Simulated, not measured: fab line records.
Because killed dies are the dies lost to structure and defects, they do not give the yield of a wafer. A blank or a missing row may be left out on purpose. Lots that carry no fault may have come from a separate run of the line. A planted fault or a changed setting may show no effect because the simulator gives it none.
Matching of chambers ; flow n5_finfet ; 3 sister chambers for N5_BEOL_M11_DEP_56 on pecvd-04
The step deposits SiCN from 3MS/NH3, target thk 30 nm, time 10.5 s. 3 wafers are shown with their chamber, then 8 later ones without.

## WAFERS, EACH WITH ITS CHAMBER
wafer;chamber;showerhead_plenum_p_Torr (Torr)
L088.3;1;4.121
L089.5;0;4.097
L091.2;2;4.156

## WAFERS WITH NO CHAMBER GIVEN
wafer;showerhead_plenum_p_Torr (Torr)
L091.4;4.102
L091.5;4.124
L095.1;4.157
L095.2;4.100
L095.6;4.166
L095.3;4.098
L095.4;4.159
L095.5;4.106

## THE CHAMBER EACH PASSED THROUGH
wafer;from the rows above;in truth
L091.4;0;0
L091.5;1;1
L095.1;2;2
L095.2;0;0
L095.6;2;2
L095.3;0;0
L095.4;2;2
L095.5;can't be placed: 0 or 1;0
Placed correctly: 7 of 8. Can't be placed from these rows: 1 (the true chamber is among the candidates in 1). Placed wrongly: 0.
How it was worked out, from the rows above alone: a wafer's distance from a chamber is the root of the sum, over the readings, of the square of ((its reading less the chamber's mean) divided by the reading's scatter). The wafer belongs to the nearest chamber; if the next one is less than 2 further off, it can't be placed. A chamber's mean is the mean of its shown wafers. The scatter (one wafer shown for each chamber): square how far every hidden wafer sits from the nearest shown wafer, average those squares and take the square root.
